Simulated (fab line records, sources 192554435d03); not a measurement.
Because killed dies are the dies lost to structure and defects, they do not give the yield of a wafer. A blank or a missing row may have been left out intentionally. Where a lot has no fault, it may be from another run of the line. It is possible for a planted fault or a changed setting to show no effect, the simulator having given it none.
Chamber matching :: flow n5 finfet :: rie diel-05 running N5_BEOL_M8_STRIP_19: 3 sister chambers
The step strips in O2. 16 wafers are shown with their chamber, then 5 later ones without.

WAFERS PAIRED WITH THEIR CHAMBERS
wafer: L075.1
chamber: 3
showerhead plenum p Torr (Torr): 2.23
drypump motor current A (A): 5.8
oes product au (a.u.): 0.97

wafer: L075.2
chamber: 1
showerhead plenum p Torr (Torr): 1.98
drypump motor current A (A): 5.9
oes product au (a.u.): 0.69

wafer: L075.5
chamber: 3
showerhead plenum p Torr (Torr): 2.23
drypump motor current A (A): 5.8
oes product au (a.u.): 0.95

wafer: L079.2
chamber: 2
showerhead plenum p Torr (Torr): 2.24
drypump motor current A (A): 5.4
oes product au (a.u.): 0.91

wafer: L079.4
chamber: 3
showerhead plenum p Torr (Torr): 2.23
drypump motor current A (A): 5.8
oes product au (a.u.): 0.93

wafer: L079.6
chamber: 2
showerhead plenum p Torr (Torr): 2.24
drypump motor current A (A): 5.4
oes product au (a.u.): 0.91

wafer: L082.1
chamber: 1
showerhead plenum p Torr (Torr): 1.98
drypump motor current A (A): 6.0
oes product au (a.u.): 0.67

wafer: L082.2
chamber: 2
showerhead plenum p Torr (Torr): 2.23
drypump motor current A (A): 5.4
oes product au (a.u.): 0.90

wafer: L082.3
chamber: 3
showerhead plenum p Torr (Torr): 2.23
drypump motor current A (A): 5.8
oes product au (a.u.): 0.91

wafer: L082.4
chamber: 2
showerhead plenum p Torr (Torr): 2.23
drypump motor current A (A): 5.4
oes product au (a.u.): 0.89

wafer: L082.5
chamber: 1
showerhead plenum p Torr (Torr): 1.98
drypump motor current A (A): 5.9
oes product au (a.u.): 0.67

wafer: L082.6
chamber: 3
showerhead plenum p Torr (Torr): 2.23
drypump motor current A (A): 5.8
oes product au (a.u.): 0.90

wafer: L086.4
chamber: 3
showerhead plenum p Torr (Torr): 2.23
drypump motor current A (A): 5.8
oes product au (a.u.): 0.91

wafer: L086.5
chamber: 2
showerhead plenum p Torr (Torr): 2.23
drypump motor current A (A): 5.4
oes product au (a.u.): 0.88

wafer: L086.6
chamber: 1
showerhead plenum p Torr (Torr): 1.98
drypump motor current A (A): 5.9
oes product au (a.u.): 0.67

wafer: L087.1
chamber: 3
showerhead plenum p Torr (Torr): 2.22
drypump motor current A (A): 5.8
oes product au (a.u.): 0.89

SIGNATURES (means of the wafers above)
reading: showerhead plenum p Torr
chamber 1: 1.9800
chamber 2: 2.2340
chamber 3: 2.2286
scatter within a chamber: 0.00398

reading: drypump motor current A
chamber 1: 5.925
chamber 2: 5.400
chamber 3: 5.800
scatter within a chamber: 0.024

reading: oes product au
chamber 1: 0.6750
chamber 2: 0.8980
chamber 3: 0.9229
scatter within a chamber: 0.0213
Rule: for a wafer and a chamber, the distance is found by dividing, reading by reading, the gap between the wafer's reading and the chamber's mean by the reading's scatter, squaring, summing and taking the root. The wafer belongs to the nearest chamber; if the next one is less than 2 further off, it can't be placed. How the scatter is found: for the shown wafers, subtract from each reading the mean of its chamber, square and add these, divide the total by (wafers less chambers), then take the root.

WAFERS WHOSE CHAMBER IS MISSING
wafer: L087.5
showerhead plenum p Torr (Torr): 2.23
drypump motor current A (A): 5.4
oes product au (a.u.): 0.86

wafer: L089.5
showerhead plenum p Torr (Torr): 2.23
drypump motor current A (A): 5.4
oes product au (a.u.): 0.87

wafer: L089.6
showerhead plenum p Torr (Torr): 1.97
drypump motor current A (A): 6.0
oes product au (a.u.): 0.66

wafer: L096.2
showerhead plenum p Torr (Torr): 2.22
drypump motor current A (A): 5.8
oes product au (a.u.): 0.85

wafer: L096.4
showerhead plenum p Torr (Torr): 2.22
drypump motor current A (A): 5.8
oes product au (a.u.): 0.86

EACH ONE'S CHAMBER
wafer: L087.5
from the rows above: 2
in truth: 2

wafer: L089.5
from the rows above: 2
in truth: 2

wafer: L089.6
from the rows above: 1
in truth: 1

wafer: L096.2
from the rows above: 3
in truth: 3

wafer: L096.4
from the rows above: 3
in truth: 3
Correctly placed: 5 of 5. From these rows, 0 cannot be placed. 0 placed wrongly.
